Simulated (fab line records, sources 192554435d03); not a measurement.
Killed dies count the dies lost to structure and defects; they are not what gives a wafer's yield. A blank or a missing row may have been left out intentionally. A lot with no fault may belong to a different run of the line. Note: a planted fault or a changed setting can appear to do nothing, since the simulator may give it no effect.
Matching of chambers ; flow n5Finfet ; 4 sister chambers for N5_BEOL_M9_STRIP_67 on rieDiel-01
The step strips in CF4. 4 wafers are shown with their chamber, then 8 later ones without.

## EACH WAFER AND ITS CHAMBER
wafer;chamber;throttleValvePct (%)
L081.5;1;13.22
L083.4;2;13.77
L086.5;0;13.58
L085.2;3;13.69

## WAFERS MISSING THEIR CHAMBER
wafer;throttleValvePct (%)
L085.4;13.57
L085.5;13.23
L091.1;13.81
L091.2;13.27
L091.6;13.62
L095.2;13.82
L095.3;13.72
L095.5;13.64

## EACH ONE'S CHAMBER
wafer;from the rows above;in truth
L085.4;0;0
L085.5;1;1
L091.1;2;2
L091.2;1;1
L091.6;can't be placed: 0 or 3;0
L095.2;2;2
L095.3;can't be placed: 3 or 2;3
L095.5;can't be placed: 3 or 0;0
5 of 8 placed correctly. Not placeable from these rows: 3 (in 3, the candidates include the true chamber). Wrongly placed: 0.
How it was worked out, from the rows above alone: a wafer's distance from a chamber is the root of the sum, over the readings, of the square of ((its reading less the chamber's mean) divided by the reading's scatter). The wafer belongs to the nearest chamber; if the next one is less than 2 further off, it can't be placed. A chamber's mean is the mean of its shown wafers. The scatter: root of mean squared gap, hidden wafer to nearest shown wafer, with one shown wafer a chamber.
